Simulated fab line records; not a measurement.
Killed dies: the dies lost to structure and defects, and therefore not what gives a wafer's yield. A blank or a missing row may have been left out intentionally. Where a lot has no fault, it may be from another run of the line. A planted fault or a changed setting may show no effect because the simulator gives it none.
Which tool is to blame? :: flow n5_finfet :: 24 lots with 72 wafers sampled at 3 steps, on a route of 1938 steps

## WHAT THE GAUGES READ, wafer by wafer
N5_GATE_CUT_INSPECT_26: inspects for defects (darkfield). Usual: raw_defect_count reads 37 (standard deviation 15).
lot: L074
measured: day 4 19:43
on: defect_inspect-02
raw_defect_count: 27 20 30
flag: 

lot: L075
measured: day 4 22:29
on: defect_inspect-01
raw_defect_count: 30 22 34
flag: 

lot: L076
measured: day 5 02:45
on: defect_inspect-02
raw_defect_count: 35 31 23
flag: 

lot: L077
measured: day 5 11:28
on: defect_inspect-02
raw_defect_count: 22 32 27
flag: 

lot: L078
measured: day 5 14:34
on: defect_inspect-01
raw_defect_count: 44 69 50
flag: 

lot: L079
measured: day 5 21:13
on: defect_inspect-02
raw_defect_count: 19 42 25
flag: 

lot: L080
measured: day 6 02:37
on: defect_inspect-01
raw_defect_count: 39 39 45
flag: 

lot: L081
measured: day 6 08:53
on: defect_inspect-02
raw_defect_count: 22 34 30
flag: 

lot: L082
measured: day 6 13:41
on: defect_inspect-02
raw_defect_count: 50 53 44
flag: 

lot: L083
measured: day 6 21:34
on: defect_inspect-02
raw_defect_count: 47 36 28
flag: 

lot: L084
measured: day 7 04:46
on: defect_inspect-02
raw_defect_count: 26 43 42
flag: 

lot: L085
measured: day 7 12:43
on: defect_inspect-02
raw_defect_count: 54 76 31
flag: 

lot: L087
measured: day 7 21:16
on: defect_inspect-02
raw_defect_count: 48 32 33
flag: 

lot: L088
measured: day 8 03:22
on: defect_inspect-02
raw_defect_count: 58 41 25
flag: 

lot: L086
measured: day 8 05:38
on: defect_inspect-02
raw_defect_count: 21 24 20
flag: 

lot: L089
measured: day 8 11:36
on: defect_inspect-01
raw_defect_count: 26 59 39
flag: 

lot: L090
measured: day 8 16:44
on: defect_inspect-02
raw_defect_count: 41 17 37
flag: 

lot: L091
measured: day 9 01:49
on: defect_inspect-01
raw_defect_count: 21 33 32
flag: 

lot: L093
measured: day 9 11:42
on: defect_inspect-01
raw_defect_count: 19 37 27
flag: 

lot: L092
measured: day 9 13:13
on: defect_inspect-01
raw_defect_count: 53 31 29
flag: 

lot: L094
measured: day 9 22:58
on: defect_inspect-01
raw_defect_count: 44 41 74
flag: 

lot: L095
measured: day 10 00:27
on: defect_inspect-01
raw_defect_count: 37 34 48
flag: 

lot: L096
measured: day 10 09:10
on: defect_inspect-02
raw_defect_count: 56 26 30
flag: 

lot: L097
measured: day 10 16:23
on: defect_inspect-01
raw_defect_count: 50 54 67
flag: 

N5_MOL_CONTACT_COAG_CD_MEAS_08: the cd target is 28 nm. Usual: cd_nm reads 27.95 nm (standard deviation 0.23).
lot: L074
measured: day 4 20:01
on: cd_sem-03
cd_nm (nm): 27.79 27.62 28.13
flag: 

lot: L075
measured: day 4 22:54
on: cd_sem-02
cd_nm (nm): 28.09 27.69 27.80
flag: 

lot: L076
measured: day 5 03:10
on: cd_sem-01
cd_nm (nm): 27.75 27.89 27.97
flag: 

lot: L077
measured: day 5 11:46
on: cd_sem-01
cd_nm (nm): 28.17 27.90 27.78
flag: 

lot: L078
measured: day 5 14:52
on: cd_sem-02
cd_nm (nm): 27.65 27.84 28.01
flag: 

lot: L079
measured: day 5 21:33
on: cd_sem-02
cd_nm (nm): 27.75 28.04 27.91
flag: 

lot: L080
measured: day 6 03:02
on: cd_sem-02
cd_nm (nm): 27.92 27.72 27.96
flag: 

lot: L081
measured: day 6 09:19
on: cd_sem-01
cd_nm (nm): 28.30 27.86 27.97
flag: 

lot: L082
measured: day 6 14:06
on: cd_sem-03
cd_nm (nm): 28.36 27.97 28.17
flag: 

lot: L083
measured: day 6 21:59
on: cd_sem-03
cd_nm (nm): 28.20 28.00 28.53
flag: 

lot: L084
measured: day 7 05:11
on: cd_sem-01
cd_nm (nm): 27.88 28.01 28.16
flag: 

lot: L085
measured: day 7 13:01
on: cd_sem-01
cd_nm (nm): 28.51 28.16 28.23
flag: 

lot: L087
measured: day 7 21:34
on: cd_sem-02
cd_nm (nm): 27.94 27.98 27.64
flag: 

lot: L088
measured: day 8 03:40
on: cd_sem-02
cd_nm (nm): 28.07 27.87 28.15
flag: 

lot: L086
measured: day 8 05:58
on: cd_sem-03
cd_nm (nm): 27.88 27.90 28.14
flag: 

lot: L089
measured: day 8 11:54
on: cd_sem-03
cd_nm (nm): 27.54 27.78 27.68
flag: 

lot: L090
measured: day 8 17:02
on: cd_sem-03
cd_nm (nm): 27.99 27.81 27.78
flag: 

lot: L091
measured: day 9 02:07
on: cd_sem-03
cd_nm (nm): 28.20 28.10 28.11
flag: 

lot: L093
measured: day 9 12:07
on: cd_sem-03
cd_nm (nm): 28.14 28.17 28.24
flag: 

lot: L092
measured: day 9 13:31
on: cd_sem-03
cd_nm (nm): 28.27 27.65 27.82
flag: 

lot: L094
measured: day 9 23:24
on: cd_sem-03
cd_nm (nm): 27.90 27.84 28.22
flag: 

lot: L095
measured: day 10 00:52
on: cd_sem-02
cd_nm (nm): 27.79 27.61 27.63
flag: 

lot: L096
measured: day 10 09:35
on: cd_sem-03
cd_nm (nm): 28.18 27.89 28.36
flag: 

lot: L097
measured: day 10 16:41
on: cd_sem-03
cd_nm (nm): 27.92 27.69 27.66
flag: 

## TOOL THAT RAN EACH LOT (tool first, then ch and the chambers of the sampled wafers, then the start)
lot: L074
N5_GATE_CUT_CMP_61: cmp-01 ch 0,2,3, day 4 19:32

lot: L075
N5_GATE_CUT_CMP_61: cmp-03 ch 1,2, day 4 22:17

lot: L076
N5_GATE_CUT_CMP_61: cmp-03 ch 0,2,3, day 5 02:35

lot: L077
N5_GATE_CUT_CMP_61: cmp-04 ch 1,2,3, day 5 11:17

lot: L078
N5_GATE_CUT_CMP_61: cmp-03 ch 0,1, day 5 14:20

lot: L079
N5_GATE_CUT_CMP_61: cmp-01 ch 0,2,3, day 5 20:59

lot: L080
N5_GATE_CUT_CMP_61: cmp-03 ch 0,3, day 6 02:25

lot: L081
N5_GATE_CUT_CMP_61: cmp-03 ch 0,3, day 6 08:40

lot: L082
N5_GATE_CUT_CMP_61: cmp-04 ch 0,1,2, day 6 13:31

lot: L083
N5_GATE_CUT_CMP_61: cmp-04 ch 0,1,2, day 6 21:20

lot: L084
N5_GATE_CUT_CMP_61: cmp-04 ch 1,2,3, day 7 04:32

lot: L085
N5_GATE_CUT_CMP_61: cmp-03 ch 2,3, day 7 12:29

lot: L087
N5_GATE_CUT_CMP_61: cmp-04 ch 2,3, day 7 21:04

lot: L088
N5_GATE_CUT_CMP_61: cmp-01 ch 1,3, day 8 03:09

lot: L086
N5_GATE_CUT_CMP_61: cmp-04 ch 0,2,3, day 8 05:26

lot: L089
N5_GATE_CUT_CMP_61: cmp-04 ch 0,1, day 8 11:23

lot: L090
N5_GATE_CUT_CMP_61: cmp-04 ch 1,2,3, day 8 16:34

lot: L091
N5_GATE_CUT_CMP_61: cmp-04 ch 1,2,3, day 9 01:35

lot: L093
N5_GATE_CUT_CMP_61: cmp-04 ch 1,2,3, day 9 11:28

lot: L092
N5_GATE_CUT_CMP_61: cmp-03 ch 0,1,3, day 9 12:59

lot: L094
N5_GATE_CUT_CMP_61: cmp-04 ch 0,3, day 9 22:46

lot: L095
N5_GATE_CUT_CMP_61: cmp-01 ch 1,2,3, day 10 00:17

lot: L096
N5_GATE_CUT_CMP_61: cmp-01 ch 0,2,3, day 10 08:59

lot: L097
N5_GATE_CUT_CMP_61: cmp-03 ch 0,1,2, day 10 16:11
- N5_GATE_CUT_CMP_61: polishes, stops on SiNx, t overpolish 3 s.

## WHAT THE TOOLS THEMSELVES READ (means of the sampled wafers that have a number; where no wafer has one, the mark that the record gives instead)
N5_GATE_CUT_CMP_61. Usual: motor_current_A 11.8 A, standard deviation 0.82; slurry_flow_ml_min 150.0, standard deviation 0.48.
lot: L074
tool: cmp-01
motor_current_A (A): 11.5
slurry_flow_ml_min: 149.7
flag: 

lot: L075
tool: cmp-03
motor_current_A (A): 12.1
slurry_flow_ml_min: 150.2
flag: 

lot: L076
tool: cmp-03
motor_current_A (A): 11.7
slurry_flow_ml_min: 150.0
flag: 

lot: L077
tool: cmp-04
motor_current_A (A): 11.2
slurry_flow_ml_min: 149.7
flag: 

lot: L078
tool: cmp-03
motor_current_A (A): 11.7
slurry_flow_ml_min: 150.0
flag: 

lot: L079
tool: cmp-01
motor_current_A (A): 11.8
slurry_flow_ml_min: 150.0
flag: 

lot: L080
tool: cmp-03
motor_current_A (A): 11.3
slurry_flow_ml_min: 150.1
flag: 

lot: L081
tool: cmp-03
motor_current_A (A): 11.7
slurry_flow_ml_min: 150.0
flag: 

lot: L082
tool: cmp-04
motor_current_A (A): 11.8
slurry_flow_ml_min: 150.0
flag: 

lot: L083
tool: cmp-04
motor_current_A (A): 11.8
slurry_flow_ml_min: 149.9
flag: 

lot: L084
tool: cmp-04
motor_current_A (A): 11.5
slurry_flow_ml_min: 149.8
flag: 

lot: L085
tool: cmp-03
motor_current_A (A): 12.4
slurry_flow_ml_min: 149.6
flag: 

lot: L087
tool: cmp-04
motor_current_A (A): 11.3
slurry_flow_ml_min: 149.8
flag: 

lot: L088
tool: cmp-01
motor_current_A (A): 12.9
slurry_flow_ml_min: 149.7
flag: 

lot: L086
tool: cmp-04
motor_current_A (A): 11.7
slurry_flow_ml_min: 150.1
flag: 

lot: L089
tool: cmp-04
motor_current_A (A): 12.6
slurry_flow_ml_min: 150.3
flag: 

lot: L090
tool: cmp-04
motor_current_A (A): 11.3
slurry_flow_ml_min: 150.0
flag: 

lot: L091
tool: cmp-04
motor_current_A (A): 11.2
slurry_flow_ml_min: 150.4
flag: 

lot: L093
tool: cmp-04
motor_current_A (A): 11.4
slurry_flow_ml_min: 149.7
flag: 

lot: L092
tool: cmp-03
motor_current_A (A): 11.6
slurry_flow_ml_min: 149.7
flag: 

lot: L094
tool: cmp-04
motor_current_A (A): 12.3
slurry_flow_ml_min: 150.1
flag: 

lot: L095
tool: cmp-01
motor_current_A (A): 12.5
slurry_flow_ml_min: 149.7
flag: 

lot: L096
tool: cmp-01
motor_current_A (A): 11.6
slurry_flow_ml_min: 150.3
flag: 

lot: L097
tool: cmp-03
motor_current_A (A): 11.8
slurry_flow_ml_min: 150.2
flag: 

## THE ANSWER, worked out from the rows above alone
Rule: lot off if the mean of its wafers having a number is beyond 3 standard deviations from the usual mean. A lot without any number at a reading at which 4 lots or more have one is off too. Where the step has rows for the other lots, those lots are counted as sound. The gauges are gone through in route order, then the tools' own readings, and for those a lot's mean is taken as printed above. At the first step where some lot is off, the reading lying furthest off is the one used; lots without a number count as furthest.
Nothing can be told from this: no lot is off at any reading shown.

## WHAT WAS PUT IN BY THE SIMULATOR
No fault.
